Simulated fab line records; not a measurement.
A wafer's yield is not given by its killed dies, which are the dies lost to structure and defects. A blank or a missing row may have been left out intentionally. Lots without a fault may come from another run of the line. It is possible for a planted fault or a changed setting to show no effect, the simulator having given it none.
Commonality check across tools	flow nandHarc	35 wafers sampled across 12 lots

WHY THIS WAS OPENED
Flagged at NHARC_P_CONTACT_INSPECT_14: reading rawDefectCount, on 1 of 12 lots. No-fault wafers: 3.9, standard deviation 2.
Rule: flag the lot when none of its wafers has a number, or when each of its wafers that has one lies beyond 4 standard deviations from that mean. As for the other lots, they are considered sound.

lot	measured	on	rawDefectCount, wafer by wafer	flag
L147	day 5 23:36	defectInspect-02	3 1 1	
L148	day 6 07:49	defectInspect-01	3 3 3	
L149	day 6 19:55	defectInspect-02	5 2 2	
L150	day 6 23:54	defectInspect-01	4 2 5	
L151	day 7 15:43	defectInspect-01	6 8 6	
L153	day 8 15:50	defectInspect-02	3 8 5	
L160	day 11 09:21	defectInspect-01	3 5 5	
L161	day 11 21:17	defectInspect-01	2 6 2	
L164	day 13 00:37	defectInspect-01	270 267	FLAGGED
L165	day 13 15:40	defectInspect-01	3 4 5	
L169	day 15 00:19	defectInspect-01	5 2 3	
L170	day 15 16:43	defectInspect-01	3 0 3	
Flagged lots average 268.5: +264.6 relative to the usual, that is +99 or more standard deviations.

LOT BY LOT: THE TOOL USED
Before the reading, the record contains 2 process steps out of a 1302-step route. In each cell: the tool, then ch and the chambers that the sampled wafers went through, then the start.
lot	flag	NHARC_P_CONTACT_DEP_00	NHARC_P_CONTACT_CMP_01
L147		pecvd-02 ch 0,1,2, day 5 22:40 or earlier	cmp-03 ch 1,2,3, day 5 22:40
L148		pecvd-04 ch 0,1,2, day 6 06:53 or earlier	cmp-01 ch 1,3, day 6 06:53
L149		pecvd-03 ch 0,1, day 6 18:57 or earlier	cmp-01 ch 0,1,2, day 6 18:57
L150		pecvd-04 ch 1,2, day 6 23:00 or earlier	cmp-04 ch 0,1,3, day 6 23:00
L151		pecvd-04 ch 0,1, day 7 14:58 or earlier	cmp-04 ch 1,2,3, day 7 14:58
L153		pecvd-02 ch 0,1, day 8 15:02 or earlier	cmp-03 ch 1,3, day 8 15:02
L160		pecvd-04 ch 0,1,2, day 11 08:27 or earlier	cmp-04 ch 0,1,3, day 11 08:27
L161		pecvd-02 ch 0,1, day 11 20:22 or earlier	cmp-01 ch 0,1,3, day 11 20:22
L164	FLAGGED	pecvd-04 ch 0, day 12 23:54 or earlier	cmp-04 ch 2, day 12 23:54
L165		pecvd-04 ch 0,1,2, day 13 14:50 or earlier	cmp-03 ch 0,1,2, day 13 14:50
L169		pecvd-04 ch 0,1, day 14 23:25 or earlier	cmp-03 ch 0,1,3, day 14 23:25
L170		pecvd-04 ch 1,2, day 15 15:53 or earlier	cmp-03 ch 0,2,3, day 15 15:53
What these steps do:
- NHARC_P_CONTACT_DEP_00: deposits SiO2, target thk 500 nm.
- NHARC_P_CONTACT_CMP_01: polishes SiO2, target thk 200 nm.
- NHARC_P_CONTACT_INSPECT_14

FLAGGED OVER TOTAL, TOOL BY TOOL (the gauges that took the reading come last)
step	tool	lots run	flagged	share of the flagged lots	sound lots run after its first flagged lot
NHARC_P_CONTACT_DEP_00	pecvd-02	3	0	none	-
NHARC_P_CONTACT_DEP_00	pecvd-03	1	0	none	-
NHARC_P_CONTACT_DEP_00	pecvd-04	8	1	all	3 (L165,L169,L170)
NHARC_P_CONTACT_CMP_01	cmp-01	3	0	none	-
NHARC_P_CONTACT_CMP_01	cmp-03	5	0	none	-
NHARC_P_CONTACT_CMP_01	cmp-04	4	1	all	0
NHARC_P_CONTACT_INSPECT_14	defectInspect-01	9	1	all	3 (L165,L169,L170)
NHARC_P_CONTACT_INSPECT_14	defectInspect-02	3	0	none	-
NHARC_P_CONTACT_DEP_00: start missing for some lots; hours and lot order therefore follow NHARC_P_CONTACT_CMP_01.

WHAT THE TABLE PERMITS
All flagged lots were run by 3 table rows, namely pecvd-04 at NHARC_P_CONTACT_DEP_00, cmp-04 at NHARC_P_CONTACT_CMP_01, defectInspect-01 at NHARC_P_CONTACT_INSPECT_14.
- pecvd-04 at NHARC_P_CONTACT_DEP_00: 1 of its 8 lots flagged. After the first flagged lot (L165, L169, L170), sound lots still ran on it; a lasting fault on the whole tool would not permit that.
- cmp-04 at NHARC_P_CONTACT_CMP_01: 1 of its 4 lots flagged. It ran its last sound lot, L160, at day 11 08:27 and its first flagged lot, L164, at day 12 23:54: a fault with its onset between the two fits. On the flagged lots its readings are blank where sound lots have values: padLifeWafers.
- defectInspect-01 at NHARC_P_CONTACT_INSPECT_14: 1 of its 9 lots flagged. After the first flagged lot (L165, L169, L170), sound lots still ran on it; a lasting fault on the whole tool would not permit that.
One tool is left: cmp-04 at NHARC_P_CONTACT_CMP_01.

WHAT WAS PUT IN BY THE SIMULATOR
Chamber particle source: cmp-04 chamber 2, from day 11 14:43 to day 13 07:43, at NHARC_P_CONTACT_CMP_01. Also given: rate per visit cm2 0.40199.
Struck lots among those shown: L164. The same result came from the rule above.
